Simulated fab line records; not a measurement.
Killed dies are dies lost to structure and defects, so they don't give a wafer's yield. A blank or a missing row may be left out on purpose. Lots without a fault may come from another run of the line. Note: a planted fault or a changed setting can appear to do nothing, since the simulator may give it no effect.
Code-filled problem report in 8D (eight disciplines) form	flow nandHarc	the parts of the form that need people (team, actions taken, sign-off) are left out

== 1. PROBLEM STATEMENT ==
thkNm at NHARC_A_ONON_D1_THK_MEAS_30 reads a mean of 600 nm on 6 wafers of 2 lots; wafers without a fault read 1002 nm with a standard deviation of 10. That puts it -40 standard deviations away from the usual mean.
The step: measures by ellipsometry.
The first sign was on wafer L546.1 at day 11 00:11, on filmMetro-02. The record has a number at this step for 42 wafers belonging to 14 lots. By rule, "out" or "out of limits" means more than 4 standard deviations away from the usual mean. The rest of the wafers with a number are treated as sound.

== 2. WHAT IT IS; WHAT IT IS NOT ==
question	is	is not
which readings at this step	thkNm	-
which lots	L546, L548	L535, L536, L537, L538, L539, L540, L550, L552, L554, L555, L556, L558
which wafers of those lots	all that have a number	-
read on which gauges	filmMetro-02	filmMetro-01
when	from day 11 00:11	up to then (18 sound wafers); but 18 sound wafers of L550, L552, L554, L555, L556, L558 came after

== 3. SUSPECTS, AND WHAT RULES EACH OUT ==
Counting: any tool at a process step up to the reading is kept as a suspect provided that every lot that is out went through it and no sound lot did after the first of them.
- the gauge at NHARC_A_ONON_D1_THK_MEAS_30: kept. All the wafers that are out were read on filmMetro-02, and no step on other tools shows them out.
- pecvdOnon-02 at NHARC_A_ONON_D1_DEP_28 (target thk 1000 nm): kept. All lots that are out passed through it, beginning with L546 at day 10 23:40, and no sound lot followed; its final sound lot before that point was L540 at day 9 03:25.
What counting leaves: pecvdOnon-02 at NHARC_A_ONON_D1_DEP_28 and filmMetro-02 at NHARC_A_ONON_D1_THK_MEAS_30.

== 4. THE CAUSE (what the simulator had put in) ==
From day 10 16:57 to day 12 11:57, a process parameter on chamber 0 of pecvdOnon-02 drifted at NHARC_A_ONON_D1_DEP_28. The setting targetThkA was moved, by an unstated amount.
This tool is one of the 2 suspects left after counting.

== 5. THE CHAIN OF EFFECTS, in route order ==
Rows list readings where the struck wafers' mean (over those with a number) sits beyond 3 standard deviations from the usual. Readings are gone through only where the record gives a usual standard deviation; hours: the median, over the lots, of the time from a lot's start at the first step in this table giving one to that lot's start at this step; sigmas: the change measured in usual standard deviations.
hours	step	reading	usual	on struck wafers	change	sigmas
0	NHARC_A_ONON_D1_THK_MEAS_30	thkNm	1002 nm	600	-402	-40

== 6. WHAT WOULD HAVE CAUGHT IT SOONER ==
Counted from the fault's start at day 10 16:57, it took 7 hours until the first out-of-limits reading at a measuring or inspecting step in this record, taken at day 11 00:11.
Tool readings at NHARC_A_ONON_D1_DEP_28 with a usual standard deviation given in the record: none out on any struck wafer, hence no alarm at a limit of 4 standard deviations on them.
Among the 2 lots that are out, L548 began NHARC_A_ONON_D1_DEP_28 on pecvdOnon-02 after day 11 00:11. It would have been spared by a hold on the tool at that moment.
